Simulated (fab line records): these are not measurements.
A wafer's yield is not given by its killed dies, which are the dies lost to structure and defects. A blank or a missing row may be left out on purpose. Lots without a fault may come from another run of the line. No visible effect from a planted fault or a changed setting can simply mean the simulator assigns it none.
Matching of chambers    flow n5_finfet    N5_HKMG_FIN_ALD_36 on ald_metal-02 has 4 sister chambers
The step deposits TiN, target thk 1 nm, pulse time 1 s, purge time 3 s. 4 wafers are shown with their chamber, then 12 later ones without.

WAFERS, EACH WITH ITS CHAMBER
wafer   chamber  heater_power_w (W)
L084.1  0        1042
L089.1  2        937
L089.2  3        858
L089.3  1        854

WAFERS WITHOUT THEIR CHAMBER
wafer   heater_power_w (W)
L089.4  1106
L089.5  926
L089.6  892
L095.2  889
L095.5  862
L095.6  924
L096.1  941
L096.2  879
L096.3  1062
L096.4  881
L096.5  937
L096.6  861

EACH ONE'S CHAMBER
wafer   from the rows above           in truth
L089.4  0                             0
L089.5  2                             2
L089.6  can't be placed: 3 or 1 or 2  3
L095.2  can't be placed: 3 or 1 or 2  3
L095.5  can't be placed: 3 or 1       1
L095.6  2                             2
L096.1  2                             2
L096.2  can't be placed: 3 or 1 or 2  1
L096.3  0                             0
L096.4  can't be placed: 3 or 1 or 2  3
L096.5  2                             2
L096.6  can't be placed: 3 or 1       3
6 of 12 placed correctly. Not placeable from these rows: 6 (in 6, the candidates include the true chamber). Wrongly placed: 0.
How it was worked out, from the rows above alone: a wafer's distance from a chamber is the root of the sum, over the readings, of the square of ((its reading less the chamber's mean) divided by the reading's scatter). The wafer belongs to the nearest chamber; if the next one is less than 2 further off, it can't be placed. For every chamber, the mean is computed from those of its wafers that are shown. The scatter: with one shown wafer a chamber, the root of the mean of the squares of how far each hidden wafer lies from its nearest shown one.
